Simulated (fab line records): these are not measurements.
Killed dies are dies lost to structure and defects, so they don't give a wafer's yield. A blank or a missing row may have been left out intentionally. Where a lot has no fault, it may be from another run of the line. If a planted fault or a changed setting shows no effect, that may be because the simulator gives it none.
Problem report in the 8D (eight disciplines) form, filled by code / flow n5Finfet / the parts of the form that need people (team, actions taken, sign-off) are left out

## 1. WHAT WENT WRONG
killed_at_M4_up at N5_PASSIVATION_PROBE_49 reads a mean of 291 on 3 wafers of 3 lots; wafers without a fault read 14 with a standard deviation of 6.1. That puts it +45 standard deviations away from the usual mean.
The first sign was on wafer L813.2 at day 13 19:47, on prober-01. Wafers with a number at this step in the record: 6, from 3 lots. By rule, "out" or "out of limits" means more than 4 standard deviations away from the usual mean. Any other wafer with a number is counted as sound.

## 2. WHAT IT IS, WHAT IT ISN'T
question=which readings at this step | is=killed_at_M4_up, defectLimitedYield, killedDies, killedOnRim, sort_bin_5_function, sort_bin_6_memory, sortNPass, sortYieldPct | is not=killed_at_M0_to_M3, killedAtContacts, killedAtFrontEnd, killedAtOther, killedOpen, killedShort
question=which lots | is=L813, L818, L821 | is not=-
question=which wafers of those lots | is=L813.2, L818.2, L821.2 | is not=L813.5, L818.4, L821.4
question=read on which tools | is=prober-01, prober-02 | is not=-
question=when | is=from day 13 19:47 | is not=up to then (0 sound wafers); but 3 sound wafers of L813, L818, L821 came after

## 3. THE SUSPECTS, EACH WITH WHAT RULES IT OUT
Counting: if a tool at a process step up to the reading ran every lot that is out, it stays a suspect. Sound lots after the first of them don't rule it out here, since some wafers of a struck lot are sound.
- pvdSputter-02 at N5_BEOL_M15_SPUTTER_45 (material Cu, target thk 100 nm, time 16.67 s): kept. It ran every lot that is out, first L813 (day 13 02:16).
After counting, what remains is pvdSputter-02 at N5_BEOL_M15_SPUTTER_45.

## 4. THE CAUSE (what the simulator had put in)
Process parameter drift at N5_BEOL_M15_SPUTTER_45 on pvdSputter-02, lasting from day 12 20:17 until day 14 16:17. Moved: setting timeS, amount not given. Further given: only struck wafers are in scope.
After counting, this tool was the only one left.

## 5. THE EFFECT CHAIN, in route order
Rows list readings where the struck wafers' mean (over those with a number) sits beyond 3 standard deviations from the usual. Readings are gone through only where the record gives a usual standard deviation; hours: the median, over the lots, of the time from a lot's start at the first step in this table giving one to that lot's start at this step; sigmas: the change measured in usual standard deviations.
hours=0; step=N5_PASSIVATION_PROBE_49; reading=defectLimitedYield; usual=91.3 %; on struck wafers=69.1; change=-22.2; sigmas=-15
hours=0; step=N5_PASSIVATION_PROBE_49; reading=killed_at_M4_up; usual=14; on struck wafers=291; change=+277; sigmas=+45
hours=0; step=N5_PASSIVATION_PROBE_49; reading=killedDies; usual=102; on struck wafers=365; change=+263; sigmas=+15
hours=0; step=N5_PASSIVATION_PROBE_49; reading=killedOnRim; usual=13; on struck wafers=51; change=+38; sigmas=+10
hours=0; step=N5_PASSIVATION_PROBE_49; reading=sort_bin_5_function; usual=5.1 %; on struck wafers=19.9; change=+14.8; sigmas=+15
hours=0; step=N5_PASSIVATION_PROBE_49; reading=sort_bin_6_memory; usual=3.3 %; on struck wafers=10.8; change=+7.5; sigmas=+11
hours=0; step=N5_PASSIVATION_PROBE_49; reading=sortNPass; usual=1077; on struck wafers=815; change=-262; sigmas=-14
hours=0; step=N5_PASSIVATION_PROBE_49; reading=sortYieldPct; usual=91.3 %; on struck wafers=69.1; change=-22.2; sigmas=-14
The process steps in it:
- N5_PASSIVATION_PROBE_49

## 6. WHAT WOULD HAVE CAUGHT IT SOONER
The fault began at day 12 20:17; the first out-of-limits reading in this record came at day 13 19:47, 24 hours later.
Of the tool readings at N5_BEOL_M15_SPUTTER_45 for which the record gives a usual standard deviation, none was out on any struck wafer, so an alarm limit of 4 standard deviations on them would not have fired.
Lots out: 3; of these, L821 started N5_BEOL_M15_SPUTTER_45 on pvdSputter-02 after day 13 19:47. A hold on the tool at that time would have spared it.
